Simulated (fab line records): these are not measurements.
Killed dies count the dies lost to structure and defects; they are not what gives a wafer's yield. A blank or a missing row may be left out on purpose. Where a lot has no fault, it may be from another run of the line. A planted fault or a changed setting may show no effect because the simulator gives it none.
A struck lot beside a sound one	flow n5-finfet	37 steps out of a route of 1938
Sound: wafers L476.1, L476.2, L476.4. Struck: wafer L478.2. (L478.4 of the same lot was not struck and is left out.) The cause comes at the end.
Order at every step that has rows: each side's tool, ch and its chambers, its first start. Under that, the readings that differ: sound wafers	struck wafers	difference of the means	sigmas: that difference in standard deviations of wafers without a fault.
alike: same words and numbers on both sides, and readings whose means sit less than 2 such deviations apart. not compared: any withheld reading, any reading some wafer has no value for, any bound like >300 that may hide the same value, and any number with overlapping values for which the record gives no deviation.
The two part at a step that has a row with sigmas, a row that says differs or no value, or rows on one side only. Numbers that don't overlap but have no deviation are shown without sigmas and don't part them. Lack of a reading on every wafer of one side parts them only where that side has two or more wafers.

first, 9 steps without rows for these wafers: N5_PMOS_HMC_CHANNEL_EPI_PRECLEAN_40 (cleans in DHF, time 30 s); N5_PMOS_HMC_CHANNEL_EPI_PRECLEAN_37 (cleans in O3/DIW, time 45 s); N5_PMOS_HMC_CHANNEL_EPI_PRECLEAN_24 (cleans in DHF, time 30 s); N5_PMOS_HMC_CHANNEL_EPI_SRD_25 (time 30 s); N5_PMOS_HMC_CHANNEL_EPI_EPI_26 (deposits Si from SiH4/H2, target thk 3.8 nm, time 22.7 s); N5_FIN_SAQP_PRECLEAN_42 (cleans in O3/DIW, time 60 s); N5_FIN_SAQP_PRECLEAN_00 (cleans in SC1, time 60 s); N5_FIN_SAQP_PRECLEAN_44 (cleans in SC2, time 45 s); N5_FIN_SAQP_SRD_01 (time 30 s).
N5_FIN_SAQP_ALD_61: deposits SiO2, target thk 4 nm, pulse time 1 s, purge time 2 s.
  sound on ald-sin-04 ch 0,1,3, day 4 02:28; struck on ald-sin-04 ch 2, day 4 15:37
reading	sound	struck	difference	sigmas
ald-cycles	43 43 43	82	+39	
since-wet-clean-h (h)	67 67 67	80	+13	
model.SiO2_of_FIN_SAQP_ALD_61.thk-nm (nm)	4.009 3.966 4.017	7.626	+3.629	
  alike: heater-power-w, precursor-pulse-height-rel, susceptor-temp-C
then, 24 steps without rows for these wafers: N5_FIN_SAQP_DENSIFY_62 (time 60 s); N5_FIN_SAQP_HM_DEP_03 (deposits SiNx from SiH4/NH3/N2, target thk 38 nm, time 33.6 s); N5_FIN_SAQP_PECVD_47 (deposits a-Si from SiH4/He, target thk 45 nm, time 36.3 s); N5_FIN_SAQP_PECVD_48 (deposits SiNx from SiH4/NH3/N2, target thk 25 nm, time 22.1 s); N5_FIN_SAQP_PECVD_06 (deposits a-Si from SiH4/He, target thk 60 nm, time 48.1 s); N5_FIN_SAQP_HM_DEP_72 (deposits SiO2 from SiH4/N2O, target thk 12 nm, time 7.2 s); N5_FIN_SAQP_COAT_49 (time 60 s, resist thk 100 nm); N5_FIN_SAQP_COAT_50 (time 60 s, resist thk 35 nm); N5_FIN_SAQP_COAT_10 (resist thk 90 nm); N5_FIN_SAQP_EBR_12; N5_FIN_SAQP_SOFTBAKE_11 (time 60 s); N5_FIN_SAQP_EXPOSE_13 (exposes mask FIN CORE, target cd 35.6 nm); N5_FIN_SAQP_PEB_14 (peb time 60 s); N5_FIN_SAQP_DEVELOP_15 (develop time 30 s); N5_FIN_SAQP_DESCUM_21 (chemistry O2, time 7.9 s); N5_FIN_SAQP_ETCH_51 (etches SiARC in CF4, target depth 45.5 nm, time 75.8 s); N5_FIN_SAQP_ETCH_52 (etches SOC in N2/H2, target depth 100 nm, overetch 20 nm, time 150 s); N5_FIN_SAQP_STRIP_53 (strips in N2/H2); N5_FIN_SAQP_HM_OPEN_73 (chemistry CHF3/O2, target SiO2, stops on a-Si, target depth 12 nm, time 16.8 s); N5_FIN_SAQP_STRIP_74 (strips in CHF3/O2); N5_FIN_SAQP_MANDREL_ETCH_22 (etches a-Si in HBr/Cl2, stops on SiNx, target depth 60 nm, bt time 10 s, time 30 s); N5_FIN_SAQP_STRIP_55 (strips in N2/H2); N5_FIN_SAQP_STRIP_23 (strips in SPM, time 750 s); N5_FIN_SAQP_SRD_66 (time 30 s).
N5_FIN_CUT_CUT_ETCH_27: etches SiO2 in CHF3/O2, target depth 4 nm, overetch 2 nm, time 4.9 s.
  sound on rie-diel-02 ch 1,2,3, day 4 09:14; struck on rie-diel-02 ch 2, day 4 23:10
reading	sound	struck	difference	sigmas
oes-product-au (a.u.)	0.59 0.57 0.60	0.76	+0.17	+3
model.etch.depth-nm (nm)	4.009 3.966 4.017	6.096	+2.099	
  alike: bias-w, drypump-motor-current-A, oes_ar_750_au, rf-vpp-V, showerhead-plenum-p-Torr, throttle-valve-pct
  not compared: rf-hours-counter-h
N5_BEOL_M4_RC_MEAS_101:
  the record has rows for the sound wafers here (prober-02 ch 0, day 10 06:15) and none for the struck ones
-- a jump in the record: the struck wafers' starts before and after are 11 days apart (it breaks off in module BEOL_M4 and resumes in module PASSIVATION, where the first step shown is number 1936 of the route) --
N5_PASSIVATION_PROBE_49:
  only the struck wafers here have rows in the record (prober-02, day 15 13:26); the sound ones have none

== WHERE THEY PART ==
Last at N5_PASSIVATION_PROBE_49 as far as this record goes, first at N5_FIN_CUT_CUT_ETCH_27.

WHY: the cause the simulator had injected
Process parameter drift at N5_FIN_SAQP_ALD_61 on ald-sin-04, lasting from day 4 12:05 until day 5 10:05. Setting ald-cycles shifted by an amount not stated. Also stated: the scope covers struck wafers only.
